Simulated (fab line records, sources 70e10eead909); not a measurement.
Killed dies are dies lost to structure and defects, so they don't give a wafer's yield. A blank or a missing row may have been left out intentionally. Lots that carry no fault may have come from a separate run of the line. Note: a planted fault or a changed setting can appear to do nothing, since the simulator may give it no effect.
Which tool was responsible? -- flow nandHarc -- 24 lots, 72 wafers sampled, at 6 steps of a route of 1302

== WHAT EACH GAUGE READ, for each wafer ==
NHARC_P_BONDPAD_OVL_MEAS_38.
lot,measured,on,overlayXNm (nm),overlayYNm (nm)
L074,day 6 13:22,overlay-01,-5 -5 -5,1 2 1
L075,day 7 00:11,overlay-01,2 2 2,8 7 7
L076,day 7 14:12,overlay-02,5 5 5,-3 -2 -3
L077,day 8 00:22,overlay-01,4 4 5,6 6 6
L078,day 8 10:25,overlay-01,4 5 5,3 3 2
L079,day 8 16:12,overlay-02,7 7 6,-1 -1 -1
L080,day 8 22:05,overlay-02,4 4 4,-3 -3 -3
L081,day 9 11:53,overlay-02,3 3 3,9 9 10
L082,day 10 03:08,overlay-01,3 3 3,-12 -12 -12
L083,day 10 09:24,overlay-01,7 7 8,2 2 2
L084,day 11 00:44,overlay-02,0 0 0,-4 -5 -5
L085,day 11 01:47,overlay-01,-3 -3 -3,5 5 5
L086,day 11 11:41,overlay-02,3 2 2,8 8 8
L087,day 12 01:38,overlay-01,0 0 0,-3 -3 -3
L089,day 12 17:41,overlay-01,-3 -3 -3,-5 -6 -5
L088,day 12 18:34,overlay-02,-3 -3 -4,0 0 0
L090,day 13 03:50,overlay-02,-8 -8 -8,9 9 10
L091,day 13 14:33,overlay-01,-8 -7 -7,10 10 10
L092,day 13 23:32,overlay-02,-4 -4 -4,-2 -2 -2
L093,day 14 16:22,overlay-02,-12 -12 -12,10 11 10
L094,day 14 22:11,overlay-01,2 2 2,3 4 4
L095,day 15 09:10,overlay-02,3 4 4,-6 -6 -6
L096,day 15 21:26,overlay-02,-7 -6 -6,1 0 0
L097,day 16 04:48,overlay-01,1 1 1,-4 -4 -4

== EACH LOT AND THE TOOL THAT RAN IT (in order: tool; ch and the chambers of the sampled wafers; start) ==
lot,NHARC_P_M0_PRE_CLEAN_31,NHARC_P_M1_DESCUM_14,NHARC_P_M1_PVD_21,NHARC_P_M1_ANNEAL_31,NHARC_P_M1_DEP_33
L074,"pecvd-02 ch 0,1,2, day 6 03:16","rieDiel-08 ch 1,2,3, day 6 04:47","pvdSputter-03, day 6 06:32 or earlier","rtpAnneal-02 ch 0, day 6 06:32","pecvd-01 ch 0,1,2, day 6 07:30"
L075,"pecvd-02 ch 0,2, day 6 14:04","rieDiel-05 ch 0,1,3, day 6 15:27","pvdSputter-03, day 6 17:19 or earlier","rtpAnneal-02 ch 0, day 6 17:19","pecvd-04 ch 1,2, day 6 18:19"
L076,"pecvd-04 ch 0,1,2, day 7 04:09","rieDiel-05 ch 2,3, day 7 05:32","pvdSputter-03, day 7 07:19 or earlier","rtpAnneal-02 ch 0, day 7 07:19","pecvd-04 ch 0,2, day 7 08:22"
L077,"pecvd-02 ch 0,1,2, day 7 14:14","rieDiel-08 ch 0,1,3, day 7 15:43","pvdSputter-03, day 7 17:38 or earlier","rtpAnneal-01 ch 0, day 7 17:38","pecvd-01 ch 0,1,2, day 7 18:34"
L078,"pecvd-01 ch 0,1,2, day 8 00:25","rieDiel-05 ch 0,1,2, day 8 01:58","pvdSputter-01, day 8 03:43 or earlier","rtpAnneal-02 ch 0, day 8 03:43","pecvd-01 ch 0,1, day 8 04:40"
L079,"pecvd-04 ch 1,2, day 8 06:04","rieDiel-09 ch 1,2, day 8 07:34","pvdSputter-01, day 8 09:22 or earlier","rtpAnneal-02 ch 0, day 8 09:22","pecvd-04 ch 0,1,2, day 8 10:25"
L080,"pecvd-01 ch 0,1, day 8 11:59","rieDiel-08 ch 0,1,2, day 8 13:38","pvdSputter-01, day 8 15:26 or earlier","rtpAnneal-02 ch 0, day 8 15:26","pecvd-01 ch 0,2, day 8 16:21"
L081,"pecvd-01 ch 0,1,2, day 9 01:44","rieDiel-09 ch 0,1,3, day 9 03:14","pvdSputter-02, day 9 05:04 or earlier","rtpAnneal-02 ch 0, day 9 05:04","pecvd-02 ch 0,1, day 9 06:03"
L082,"pecvd-04 ch 1,2, day 9 16:35","rieDiel-05 ch 0,3, day 9 18:05","pvdSputter-01, day 9 20:11 or earlier","rtpAnneal-01 ch 0, day 9 20:11","pecvd-01 ch 1,2, day 9 21:05"
L083,"pecvd-01 ch 1,2, day 9 22:51","rieDiel-08 ch 1,3, day 10 00:13","pvdSputter-01, day 10 02:14 or earlier","rtpAnneal-02 ch 0, day 10 02:14","pecvd-01 ch 0,1, day 10 03:05"
L084,"pecvd-01 ch 1,2, day 10 14:41","rieDiel-09 ch 1,2, day 10 16:11","pvdSputter-02, day 10 17:56 or earlier","rtpAnneal-01 ch 0, day 10 17:56","pecvd-01 ch 0,2, day 10 18:58"
L085,"pecvd-01 ch 0,2, day 10 15:55","rieDiel-09 ch 0,2,3, day 10 17:18","pvdSputter-03, day 10 19:04 or earlier","rtpAnneal-02 ch 0, day 10 19:04","pecvd-04 ch 0,1, day 10 20:04"
L086,"pecvd-04 ch 0,2, day 11 01:20","rieDiel-05 ch 0,1, day 11 02:43","pvdSputter-03, day 11 04:32 or earlier","rtpAnneal-01 ch 0, day 11 04:32","pecvd-01 ch 0,1,2, day 11 05:29"
L087,"pecvd-01 ch 0,1, day 11 15:51","rieDiel-08 ch 0,1,3, day 11 17:13","pvdSputter-02, day 11 18:58 or earlier","rtpAnneal-01 ch 0, day 11 18:58","pecvd-01 ch 0,1,2, day 11 19:58"
L089,"pecvd-01 ch 0,1,2, day 12 07:50","rieDiel-05 ch 0,2, day 12 09:13","pvdSputter-02, day 12 10:58 or earlier","rtpAnneal-01 ch 0, day 12 10:58","pecvd-02 ch 0,1, day 12 11:58"
L088,"pecvd-02 ch 0,2, day 12 08:26","rieDiel-05 ch 1,2, day 12 09:56","pvdSputter-01, day 12 11:40 or earlier","rtpAnneal-01 ch 0, day 12 11:40","pecvd-02 ch 0,1,2, day 12 12:41"
L090,"pecvd-01 ch 0,1,2, day 12 17:32","rieDiel-08 ch 0,2, day 12 19:00","pvdSputter-03, day 12 21:02 or earlier","rtpAnneal-01 ch 0, day 12 21:02","pecvd-01 ch 1,2, day 12 22:07"
L091,"pecvd-01 ch 1,2, day 13 04:41","rieDiel-08 ch 0,1,3, day 13 06:05","pvdSputter-02, day 13 07:51 or earlier","rtpAnneal-01 ch 0, day 13 07:51","pecvd-01 ch 0,1,2, day 13 08:49"
L092,"pecvd-04 ch 0,1,2, day 13 13:25","rieDiel-08 ch 1,2, day 13 14:55","pvdSputter-03, day 13 16:45 or earlier","rtpAnneal-01 ch 0, day 13 16:45","pecvd-04 ch 1,2, day 13 17:43"
L093,"pecvd-02 ch 0,1, day 14 06:13","rieDiel-09 ch 0,2,3, day 14 07:41","pvdSputter-02, day 14 09:29 or earlier","rtpAnneal-02 ch 0, day 14 09:29","pecvd-02 ch 0,1,2, day 14 10:27"
L094,"pecvd-02 ch 1,2, day 14 11:54","rieDiel-08 ch 1,2, day 14 13:25","pvdSputter-01, day 14 15:16 or earlier","rtpAnneal-02 ch 0, day 14 15:16","pecvd-02 ch 0,2, day 14 16:19"
L095,"pecvd-02 ch 0,1,2, day 14 22:37","rieDiel-05 ch 1,2, day 15 00:08","pvdSputter-02, day 15 02:23 or earlier","rtpAnneal-01 ch 0, day 15 02:23","pecvd-02 ch 0,1,2, day 15 03:18"
L096,"pecvd-04 ch 0,1,2, day 15 11:10","rieDiel-08 ch 0,1,3, day 15 12:42","pvdSputter-02, day 15 14:29 or earlier","rtpAnneal-02 ch 0, day 15 14:29","pecvd-01 ch 0,1, day 15 15:31"
L097,"pecvd-01 ch 1,2, day 15 18:47","rieDiel-05 ch 0,1,3, day 15 20:17","pvdSputter-01, day 15 22:06 or earlier","rtpAnneal-02 ch 0, day 15 22:06","pecvd-01 ch 0,1,2, day 15 23:01"
- NHARC_P_M0_PRE_CLEAN_31: time 12 s.
- NHARC_P_M1_DESCUM_14: chemistry O2, time 3 s.
- NHARC_P_M1_PVD_21: deposits Cu, target thk 30 nm, time 20.49 s.
- NHARC_P_M1_ANNEAL_31: time 90 s.
- NHARC_P_M1_DEP_33: deposits SiCN, target thk 30 nm.

== WHAT THE TOOLS THEMSELVES READ (means of the sampled wafers that have a number; where no wafer has one, the mark that the record gives instead) ==
NHARC_P_M0_PRE_CLEAN_31.
lot,tool,heaterPowerW (W)
L074,pecvd-02,566
L075,pecvd-02,599
L076,pecvd-04,607
L077,pecvd-02,544
L078,pecvd-01,558
L079,pecvd-04,592
L080,pecvd-01,564
L081,pecvd-01,569
L082,pecvd-04,606
L083,pecvd-01,590
L084,pecvd-01,556
L085,pecvd-01,576
L086,pecvd-04,534
L087,pecvd-01,597
L089,pecvd-01,559
L088,pecvd-02,595
L090,pecvd-01,561
L091,pecvd-01,530
L092,pecvd-04,609
L093,pecvd-02,644
L094,pecvd-02,568
L095,pecvd-02,597
L096,pecvd-04,607
L097,pecvd-01,589

NHARC_P_M1_DESCUM_14.
lot,tool,drypumpMotorCurrentA (A),o2FlowSccm (sccm),oesProductAu (a.u.),rfVppV (V),showerheadPlenumPTorr (Torr),throttleValvePct (%)
L074,rieDiel-08,5.7,200.4,0.999,57.6,1.85,11.316
L075,rieDiel-05,5.5,199.3,1.004,57.5,1.98,11.318
L076,rieDiel-05,5.8,199.7,1.001,57.6,1.84,11.318
L077,rieDiel-08,5.5,200.0,0.992,57.2,1.91,11.318
L078,rieDiel-05,5.3,199.7,0.999,57.9,1.93,11.307
L079,rieDiel-09,5.4,199.6,1.001,58.1,1.97,11.303
L080,rieDiel-08,5.6,199.7,1.004,58.6,1.90,11.308
L081,rieDiel-09,5.3,200.1,1.008,57.8,1.98,11.315
L082,rieDiel-05,5.9,199.6,0.999,57.3,1.96,11.326
L083,rieDiel-08,5.6,199.9,1.002,57.7,1.86,11.309
L084,rieDiel-09,5.5,200.1,1.001,57.4,1.91,11.300
L085,rieDiel-09,5.4,199.9,1.006,57.6,1.92,11.311
L086,rieDiel-05,5.2,200.3,1.000,58.7,2.00,11.318
L087,rieDiel-08,5.5,200.1,1.001,57.6,1.91,11.319
L089,rieDiel-05,5.4,199.2,0.995,59.1,1.94,11.311
L088,rieDiel-05,5.3,200.4,0.989,57.6,1.92,11.309
L090,rieDiel-08,5.4,200.1,1.004,58.6,1.97,11.310
L091,rieDiel-08,5.6,199.9,1.005,59.0,1.91,11.307
L092,rieDiel-08,5.8,200.8,1.003,57.5,1.84,11.316
L093,rieDiel-09,5.4,200.1,1.012,58.8,1.91,11.307
L094,rieDiel-08,5.8,199.7,1.007,57.5,1.84,11.308
L095,rieDiel-05,5.3,200.0,1.000,56.7,1.92,11.311
L096,rieDiel-08,5.5,199.9,1.000,58.1,1.91,11.315
L097,rieDiel-05,5.5,200.3,0.995,57.1,1.97,11.317

NHARC_P_M1_PVD_21.
lot,tool,chamberPressurePa (Pa),throttleValvePct (%)
L074,pvdSputter-03,4.994,30.1
L075,pvdSputter-03,4.998,29.5
L076,pvdSputter-03,5.005,29.5
L077,pvdSputter-03,4.999,29.6
L078,pvdSputter-01,4.990,29.1
L079,pvdSputter-01,4.999,29.0
L080,pvdSputter-01,5.003,28.8
L081,pvdSputter-02,4.999,29.8
L082,pvdSputter-01,5.011,29.0
L083,pvdSputter-01,5.002,29.4
L084,pvdSputter-02,5.007,30.0
L085,pvdSputter-03,5.007,30.0
L086,pvdSputter-03,5.002,30.2
L087,pvdSputter-02,5.000,29.3
L089,pvdSputter-02,4.993,30.0
L088,pvdSputter-01,4.996,29.4
L090,pvdSputter-03,4.995,29.8
L091,pvdSputter-02,5.003,29.3
L092,pvdSputter-03,4.996,30.1
L093,pvdSputter-02,4.999,28.6
L094,pvdSputter-01,5.005,29.4
L095,pvdSputter-02,4.992,29.3
L096,pvdSputter-02,5.011,30.3
L097,pvdSputter-01,4.997,29.9

NHARC_P_M1_ANNEAL_31.
lot,tool,wafer_temp_C_max
L074,rtpAnneal-02,226.16
L075,rtpAnneal-02,226.21
L076,rtpAnneal-02,226.14
L077,rtpAnneal-01,226.04
L078,rtpAnneal-02,225.92
L079,rtpAnneal-02,225.99
L080,rtpAnneal-02,226.23
L081,rtpAnneal-02,226.00
L082,rtpAnneal-01,225.59
L083,rtpAnneal-02,226.34
L084,rtpAnneal-01,225.69
L085,rtpAnneal-02,226.19
L086,rtpAnneal-01,225.87
L087,rtpAnneal-01,225.77
L089,rtpAnneal-01,226.03
L088,rtpAnneal-01,225.69
L090,rtpAnneal-01,226.14
L091,rtpAnneal-01,225.86
L092,rtpAnneal-01,225.93
L093,rtpAnneal-02,225.94
L094,rtpAnneal-02,225.92
L095,rtpAnneal-01,225.89
L096,rtpAnneal-02,226.13
L097,rtpAnneal-02,226.16

NHARC_P_M1_DEP_33.
lot,tool,heaterPowerW (W)
L074,pecvd-01,544
L075,pecvd-04,546
L076,pecvd-04,522
L077,pecvd-01,523
L078,pecvd-01,535
L079,pecvd-04,520
L080,pecvd-01,517
L081,pecvd-02,611
L082,pecvd-01,521
L083,pecvd-01,512
L084,pecvd-01,545
L085,pecvd-04,554
L086,pecvd-01,520
L087,pecvd-01,493
L089,pecvd-02,586
L088,pecvd-02,545
L090,pecvd-01,522
L091,pecvd-01,527
L092,pecvd-04,522
L093,pecvd-02,540
L094,pecvd-02,527
L095,pecvd-02,552
L096,pecvd-01,555
L097,pecvd-01,554

== THE ANSWER, worked out from the rows above alone ==
Rule: the usual values come from the lots themselves. Put in order of their means at a reading, lots are off if they are a third of the lots or fewer, leave a main group of 4 or more, and stand apart from it by a gap of 3 or more times the standard deviation of the main group's means; of several such gaps the widest counts. A main group is skipped when, at the precision printed for the reading in the tables above, its means are all equal. A lot without any number at a reading at which 4 lots or more have one is off too. Where the step has rows for the other lots, those lots are counted as sound. Order of review: gauges by route order, followed by the tools' own readings, for which a lot's mean as printed above is used. At the first step where some lot is off, the reading lying furthest off is the one used; lots without a number count as furthest.
None of the lots is off at any reading shown; this tells nothing.

== WHAT HAD BEEN PUT IN BY THE SIMULATOR ==
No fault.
